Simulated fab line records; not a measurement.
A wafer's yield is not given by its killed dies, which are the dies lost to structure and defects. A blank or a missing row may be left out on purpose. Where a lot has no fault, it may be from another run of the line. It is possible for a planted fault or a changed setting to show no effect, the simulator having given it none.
Struck lot and sound lot, side by side :: flow n5_finfet :: 13 steps out of a route of 1938
Sound: wafers L662.1, L662.4, L662.5. Wafers L652.1, L652.4, L652.6 were the ones struck. The cause is named last.
For every step that has rows: the tool of each side, followed by ch and its chambers, followed by its first start. Under that, the readings that differ: sound wafers :: struck wafers :: difference of the means :: sigmas: that difference in standard deviations of wafers without a fault.
alike: same words and numbers on both sides, and readings whose means sit less than 2 such deviations apart. not compared: any withheld reading, any reading some wafer has no value for, any bound like >300 that may hide the same value, and any number with overlapping values for which the record gives no deviation.
Wherever a step has rows on one side only, a row that says differs or no value, or a row with sigmas, the two part there. Non-overlapping numbers with no deviation appear without sigmas and do not part them. A reading that every wafer of one side lacks parts them only if that side has two wafers or more.

first, 9 steps without rows for these wafers: N5_BEOL_M1_DEVELOP_27 (develop time 30 s); N5_BEOL_M1_DESCUM_33 (chemistry O2, time 7 s); N5_BEOL_M1_ETCH_77 (etches underlayer in N2/H2, target depth 6.5 nm, time 5.2 s); N5_BEOL_M1_ETCH_69 (etches SiARC in CF4, target depth 15.6 nm, time 26 s); N5_BEOL_M1_ALD_98 (deposits SiO2, target thk 2.5 nm, pulse time 1 s, co reactant pulse time 1 s); N5_BEOL_M1_ETCHBACK_99 (etches SiO2 in CHF3, target depth 5 nm, time 10.4 s); N5_BEOL_M1_ETCH_70 (etches SOC in N2/H2, target depth 80 nm, overetch 16 nm, time 120 s); N5_BEOL_M1_STRIP_71 (strips in N2/H2); N5_BEOL_M1_STRIP_78 (strips in N2/H2).
N5_BEOL_M1_VIA_ETCH_34: etches the open film in C4F6/O2, target depth 67.8 nm, time 64.4 s.
  sound on rie_diel-01 ch 0,3, day 10 09:00; struck on rie_diel-01 ch 1,3, day 8 00:02
  no value came back on the struck wafers for any of 8 readings (C4F6_flow_sccm (sccm), O2_flow_sccm (sccm) and others); on the sound wafers C4F6_flow_sccm (sccm) reads 9.99 10.00 10.02
reading: model.SOC_of_BEOL_M1_COAT_67.thk_nm (nm)
sound: 52 52 52
struck: 60 60 60
difference: +8
sigmas: 

reading: model.SiARC_of_BEOL_M1_COAT_68.thk_nm (nm)
sound: 0 0 0
struck: 6.6 6.4 6.4
difference: +6.5
sigmas: 
  not compared: rf_hours_counter_h
then, 1 step without rows for these wafers: N5_BEOL_M1_STRIP_83 (strips in C4F6/O2).
N5_BEOL_M4_RC_MEAS_101:
  the record has rows for the sound wafers here (prober-02 ch 0, day 12 01:07) and none for the struck ones
-- here the record skips 6 days between the struck wafers' starts before and after, leaving off in module BEOL_M4 and picking up in module PASSIVATION (first step shown: number 1936 of the route) --
N5_PASSIVATION_PROBE_49:
  record: rows for the struck wafers here (prober-01, day 14 01:26), none for the sound ones

WHERE THEY PART
First at N5_BEOL_M1_VIA_ETCH_34; last, within this record, at N5_PASSIVATION_PROBE_49.

WHY: the cause the simulator had injected
Entire step skipped (rie_diel-01, N5_BEOL_M1_VIA_ETCH_34), from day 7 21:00 onward. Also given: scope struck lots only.
